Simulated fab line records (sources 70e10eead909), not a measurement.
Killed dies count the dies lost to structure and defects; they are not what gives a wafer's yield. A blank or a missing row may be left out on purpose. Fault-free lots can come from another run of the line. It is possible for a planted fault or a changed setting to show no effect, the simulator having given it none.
Matching of chambers	flow nandHarc	NHARC_A_CHANNEL_FILL_D1_ALD_16 on aldHk-03: 4 sister chambers
The step deposits SiO2, target thk 1.5 nm, pulse time 10 s, ald cycles 15. 8 wafers are shown with their chamber, then 9 later ones without.

## EACH WAFER AND ITS CHAMBER
wafer	chamber	heaterPowerW (W)	precursorPulseHeightRel
L078.5	0	493	1.028
L080.2	2	375	1.005
L087.4	2	384	1.021
L087.5	0	479	1.018
L087.6	1	432	1.002
L090.1	1	423	0.966
L090.2	3	478	1.012
L090.5	3	464	1.023

## WAFERS WITH NO CHAMBER GIVEN
wafer	heaterPowerW (W)	precursorPulseHeightRel
L091.1	471	1.014
L091.3	494	1.026
L091.4	419	0.988
L094.1	421	1.020
L094.5	416	0.992
L094.6	494	1.041
L097.3	451	1.035
L097.4	410	0.994
L097.6	433	0.959

## WHICH CHAMBER EACH ONE RAN IN
wafer	from the rows above	in truth
L091.1	can't be placed: 3 or 0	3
L091.3	can't be placed: 0 or 3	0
L091.4	1	1
L094.1	1	1
L094.5	1	1
L094.6	can't be placed: 0 or 3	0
L097.3	can't be placed: 3 or 0 or 1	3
L097.4	can't be placed: 1 or 2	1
L097.6	1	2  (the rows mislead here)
Correct placement for 3 of the 9. Not placeable from these rows: 5 (in 5, the candidates include the true chamber). 1 placed wrongly.
How it was worked out, from the rows above alone: a wafer's distance from a chamber is the root of the sum, over the readings, of the square of ((its reading less the chamber's mean) divided by the reading's scatter). The wafer belongs to the nearest chamber; if the next one is less than 2 further off, it can't be placed. A chamber's mean is the mean of its shown wafers. The scatter: the root of (the sum of the squares of (reading less its chamber's mean) over the shown wafers, divided by (wafers less chambers)).
